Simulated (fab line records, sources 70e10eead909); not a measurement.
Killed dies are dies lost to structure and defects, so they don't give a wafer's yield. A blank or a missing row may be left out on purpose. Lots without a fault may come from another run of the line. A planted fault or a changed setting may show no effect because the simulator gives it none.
Chamber matching | flow nand_harc | NHARC_A_CONTACT_DESCUM_13 on rie_diel-12: 4 sister chambers
The step chemistry O2, time 3 s. 4 wafers are shown with their chamber, then 7 later ones without.

WAFERS WITH THEIR CHAMBER
wafer  | chamber | drypump_motor_current_A (A)
L087.1 | 0       | 6.12
L087.2 | 1       | 5.79
L094.1 | 3       | 6.20
L094.2 | 2       | 5.58

WAFERS WITHOUT THEIR CHAMBER
wafer  | drypump_motor_current_A (A)
L094.3 | 5.80
L092.3 | 5.79
L092.5 | 5.79
L092.6 | 5.58
L093.2 | 6.20
L093.3 | 5.78
L093.6 | 6.13

WHICH CHAMBER EACH WENT THROUGH
wafer  | from the rows above | in truth
L094.3 | 1                   | 1
L092.3 | 1                   | 1
L092.5 | 1                   | 1
L092.6 | 2                   | 2
L093.2 | 3                   | 3
L093.3 | 1                   | 1
L093.6 | 0                   | 0
Placed correctly: 7 of 7. Can't be placed from these rows: 0. Placed wrongly: 0.
How it was worked out, from the rows above alone: a wafer's distance from a chamber is the root of the sum, over the readings, of the square of ((its reading less the chamber's mean) divided by the reading's scatter). The wafer belongs to the nearest chamber; if the next one is less than 2 further off, it can't be placed. A chamber's mean is the mean of its shown wafers. The scatter: with one shown wafer a chamber, the root of the mean of the squares of how far each hidden wafer lies from its nearest shown one.
